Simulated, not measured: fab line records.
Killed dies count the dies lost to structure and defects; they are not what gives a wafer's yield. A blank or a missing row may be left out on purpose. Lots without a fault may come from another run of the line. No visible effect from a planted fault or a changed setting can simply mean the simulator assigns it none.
Which tool did it?	flow n5Finfet	Sampling: 24 lots, 72 wafers, 4 of 1938 route steps

## WHAT THE GAUGES READ, wafer by wafer
N5_ZERO_LAYER_CD_MEAS_11 targets a cd of 2000 nm.
lot	measured	on	cdNm (nm)
L074	day 1 12:58	cdSem-01	2000.1 2002.3 2000.9
L075	day 1 18:46	cdSem-01	2002.6 1998.6 2002.9
L076	day 2 00:40	cdSem-03	2002.4 2000.4 2000.4
L077	day 2 06:38	cdSem-03	2000.5 2002.7 1997.2
L078	day 2 12:40	cdSem-03	2000.7 1999.4 2003.3
L079	day 2 18:40	cdSem-03	2001.2 1995.4 2000.6
L080	day 3 00:42	cdSem-01	1999.6 2002.9 2000.5
L081	day 3 06:39	cdSem-03	1999.9 1999.9 2002.4
L082	day 3 12:38	cdSem-01	2000.4 2002.5 1997.6
L083	day 3 18:46	cdSem-01	1996.9 2001.0 2001.6
L084	day 4 00:46	cdSem-01	2002.1 2002.9 2001.4
L085	day 4 06:40	cdSem-02	2001.0 2001.2 2003.0
L086	day 4 12:39	cdSem-01	1999.1 1998.5 2002.3
L087	day 4 18:38	cdSem-01	2001.9 1998.5 2000.8
L088	day 5 00:38	cdSem-02	1999.9 2002.1 2001.4
L089	day 5 06:40	cdSem-02	1999.3 1998.6 2002.1
L090	day 5 12:46	cdSem-01	2001.6 2001.7 2001.0
L091	day 5 18:46	cdSem-02	1999.8 2002.0 2001.7
L092	day 6 00:46	cdSem-02	1998.3 1999.7 1998.9
L093	day 6 06:40	cdSem-02	1998.3 2001.9 2000.4
L094	day 6 12:46	cdSem-02	2000.8 2001.5 2002.8
L095	day 6 18:39	cdSem-03	1997.7 1999.7 2001.5
L096	day 7 00:38	cdSem-01	1996.2 1998.3 1995.4
L097	day 7 06:38	cdSem-01	2002.3 2002.6 2000.5

N5_WELL_APT_CD_MEAS_25 targets a cd of 200 nm.
lot	measured	on	cdNm (nm)
L074	day 1 15:16	cdSem-02	196.8 199.1 198.4
L075	day 1 20:56	cdSem-02	200.6 199.3 197.1
L076	day 2 02:56	cdSem-03	198.1 199.5 202.3
L077	day 2 08:41	cdSem-02	202.8 199.1 199.2
L078	day 2 15:16	cdSem-02	198.6 197.5 196.4
L079	day 2 20:49	cdSem-03	200.7 196.5 200.6
L080	day 3 02:59	cdSem-02	201.5 200.0 203.1
L081	day 3 09:08	cdSem-01	200.0 196.9 198.8
L082	day 3 15:03	cdSem-03	201.6 199.9 199.0
L083	day 3 20:57	cdSem-01	201.5 202.2 201.6
L084	day 4 02:48	cdSem-03	201.5 200.8 202.6
L085	day 4 08:52	cdSem-03	202.0 199.1 200.9
L086	day 4 15:00	cdSem-02	205.3 202.5 204.4
L087	day 4 20:52	cdSem-01	200.4 205.4 202.0
L088	day 5 02:59	cdSem-02	201.6 201.8 197.5
L089	day 5 09:11	cdSem-02	198.3 195.0 195.4
L090	day 5 15:01	cdSem-01	198.1 202.2 198.8
L091	day 5 20:49	cdSem-02	198.0 200.4 199.2
L092	day 6 03:19	cdSem-03	200.5 198.6 198.4
L093	day 6 09:16	cdSem-03	202.1 201.4 201.9
L094	day 6 15:05	cdSem-03	198.1 202.6 199.4
L095	day 6 21:14	cdSem-02	202.4 200.6 202.5
L096	day 7 02:55	cdSem-02	197.7 198.1 197.5
L097	day 7 08:50	cdSem-03	199.5 196.1 196.0

## EACH LOT AND THE TOOL THAT RAN IT (in order: tool; ch and the chambers of the sampled wafers; start)
lot	N5_ZERO_LAYER_DESCUM_16	N5_WELL_APT_DESCUM_13
L074	rieDiel-02 ch 0,2,3, day 1 13:00	rieDiel-06 ch 0,2,3, day 1 14:05
L075	rieDiel-01 ch 1,2, day 1 18:49	rieDiel-06 ch 1,2,3, day 1 19:54
L076	rieDiel-02 ch 0,2,3, day 2 00:42	rieDiel-03 ch 0,1,3, day 2 01:46
L077	rieDiel-01 ch 0,2,3, day 2 06:41	rieDiel-04 ch 0,2,3, day 2 07:39
L078	rieDiel-05 ch 0,3, day 2 12:58	rieDiel-04 ch 0,3, day 2 14:04
L079	rieDiel-01 ch 0,2, day 2 18:46	rieDiel-06 ch 0,2, day 2 19:47
L080	rieDiel-02 ch 0,1,3, day 3 00:51	rieDiel-03 ch 1,2,3, day 3 01:49
L081	rieDiel-01 ch 0,1,3, day 3 06:41	rieDiel-06 ch 0,1,2, day 3 08:05
L082	rieDiel-01 ch 0,1,2, day 3 12:41	rieDiel-03 ch 2,3, day 3 13:46
L083	rieDiel-05 ch 0,3, day 3 18:48	rieDiel-03 ch 1,2,3, day 3 19:55
L084	rieDiel-02 ch 0,1,2, day 4 00:48	rieDiel-03 ch 1,3, day 4 01:46
L085	rieDiel-05 ch 0,1,2, day 4 06:42	rieDiel-04 ch 0,2,3, day 4 07:40
L086	rieDiel-01 ch 0,1,2, day 4 12:41	rieDiel-04 ch 0,1,2, day 4 13:50
L087	rieDiel-02 ch 0,1,3, day 4 18:41	rieDiel-06 ch 0,1,2, day 4 19:42
L088	rieDiel-01 ch 0,1, day 5 00:41	rieDiel-06 ch 0,1, day 5 01:58
L089	rieDiel-05 ch 0,2,3, day 5 06:42	rieDiel-06 ch 0,1,2, day 5 08:01
L090	rieDiel-05 ch 0,1,3, day 5 12:48	rieDiel-06 ch 1,2,3, day 5 13:58
L091	rieDiel-05 ch 0,3, day 5 18:49	rieDiel-03 ch 0,2, day 5 19:46
L092	rieDiel-01 ch 0,3, day 6 01:02	rieDiel-04 ch 2,3, day 6 02:17
L093	rieDiel-05 ch 0,1,3, day 6 06:58	rieDiel-04 ch 0,2,3, day 6 08:06
L094	rieDiel-05 ch 0,1,2, day 6 12:48	rieDiel-03 ch 2,3, day 6 14:01
L095	rieDiel-05 ch 0,3, day 6 18:52	rieDiel-04 ch 0,2, day 6 20:12
L096	rieDiel-02 ch 0,2,3, day 7 00:47	rieDiel-06 ch 0,1,2, day 7 01:53
L097	rieDiel-02 ch 0,2,3, day 7 06:41	rieDiel-04 ch 1,3, day 7 07:48
- N5_ZERO_LAYER_DESCUM_16: chemistry O2, time 7.9 s.
- N5_WELL_APT_DESCUM_13: chemistry O2, time 7.9 s.

## AS READ BY THE TOOLS THEMSELVES (means over the sampled wafers that have a number; for cases with no such wafer, the mark the record gives instead)
N5_ZERO_LAYER_DESCUM_16.
lot	tool	drypumpMotorCurrentA (A)	oesProductAu (a.u.)	rfVppV (V)	showerheadPlenumPTorr (Torr)	throttleValvePct (%)
L074	rieDiel-02	5.5	0.77	242.9	2.07	20.27
L075	rieDiel-01	6.1	0.74	244.1	2.16	20.44
L076	rieDiel-02	5.5	0.77	242.9	2.07	20.27
L077	rieDiel-01	5.7	0.78	244.0	2.08	20.53
L078	rieDiel-05	5.7	0.80	244.6	2.19	20.45
L079	rieDiel-01	6.0	0.80	242.7	2.08	20.62
L080	rieDiel-02	5.9	0.75	243.3	2.10	20.37
L081	rieDiel-01	5.8	0.85	242.8	2.07	20.48
L082	rieDiel-01	6.1	0.86	244.0	2.11	20.44
L083	rieDiel-05	5.8	0.85	244.7	2.20	20.41
L084	rieDiel-02	5.6	0.76	243.4	2.12	20.27
L085	rieDiel-05	5.7	0.79	244.5	2.13	20.50
L086	rieDiel-01	6.1	0.84	244.2	2.11	20.46
L087	rieDiel-02	6.0	0.75	243.8	2.10	20.39
L088	rieDiel-01	6.2	0.86	242.6	2.07	20.57
L089	rieDiel-05	5.7	0.78	244.1	2.18	20.40
L090	rieDiel-05	5.7	0.78	243.8	2.13	20.58
L091	rieDiel-05	5.8	0.82	245.1	2.19	20.44
L092	rieDiel-01	5.3	0.75	240.2	2.03	20.63
L093	rieDiel-05	5.7	0.77	243.9	2.13	20.59
L094	rieDiel-05	5.7	0.77	244.0	2.12	20.51
L095	rieDiel-05	5.8	0.82	244.3	2.19	20.44
L096	rieDiel-02	5.6	0.74	241.5	2.06	20.33
L097	rieDiel-02	5.5	0.73	242.9	2.05	20.34

N5_WELL_APT_DESCUM_13.
lot	tool	drypumpMotorCurrentA (A)	oesProductAu (a.u.)	rfVppV (V)	showerheadPlenumPTorr (Torr)	throttleValvePct (%)
L074	rieDiel-06	5.8	0.82	242.8	2.04	20.52
L075	rieDiel-06	5.7	0.79	242.0	2.04	20.53
L076	rieDiel-03	6.0	0.70	242.8	2.05	20.69
L077	rieDiel-04	5.6	0.83	242.6	2.06	20.47
L078	rieDiel-04	5.6	0.86	242.8	2.04	20.43
L079	rieDiel-06	5.3	0.87	242.0	2.02	20.36
L080	rieDiel-03	5.9	0.70	241.2	2.01	20.51
L081	rieDiel-06	5.1	0.85	242.6	2.02	20.36
L082	rieDiel-03	5.4	0.70	241.8	2.04	20.49
L083	rieDiel-03	6.0	0.70	242.1	2.01	20.52
L084	rieDiel-03	6.6	0.70	241.4	1.98	20.54
L085	rieDiel-04	5.7	0.81	242.5	2.05	20.49
L086	rieDiel-04	5.8	0.80	242.9	2.05	20.38
L087	rieDiel-06	5.1	0.83	242.3	2.01	20.38
L088	rieDiel-06	4.9	0.87	242.7	2.03	20.31
L089	rieDiel-06	5.1	0.83	241.7	2.01	20.38
L090	rieDiel-06	5.6	0.77	242.5	2.03	20.56
L091	rieDiel-03	4.9	0.95	243.4	2.13	20.44
L092	rieDiel-04	5.7	0.83	242.8	2.07	20.64
L093	rieDiel-04	5.6	0.79	242.1	2.04	20.52
L094	rieDiel-03	5.9	0.97	244.5	2.18	20.07
L095	rieDiel-04	5.6	0.74	241.9	2.02	20.41
L096	rieDiel-06	5.2	0.80	242.7	2.00	20.41
L097	rieDiel-04	5.8	0.88	242.2	2.06	20.59

## THE ANSWER, worked out from the rows above alone
Rule: the lots themselves supply what counts as usual. The widest of any qualifying gaps counts: lots, ordered by their means at a reading, are off when they make up no more than a third of the lots, leave a main group of 4 or more, and stand apart from it by 3 or more times the standard deviation of that group's means. The tables above print the reading to a certain number of digits; a main group whose means all agree to those digits is not used. A lot without any number at a reading at which 4 lots or more have one is off too. The other lots that the step has rows for count as sound. Order of review: gauges by route order, followed by the tools' own readings, for which a lot's mean as printed above is used. At the first step where some lot is off, the reading lying furthest off is the one used; lots without a number count as furthest.
Across all readings shown, no lot is off: no conclusion can be drawn from this.

## WHAT THE SIMULATOR HAD INSERTED
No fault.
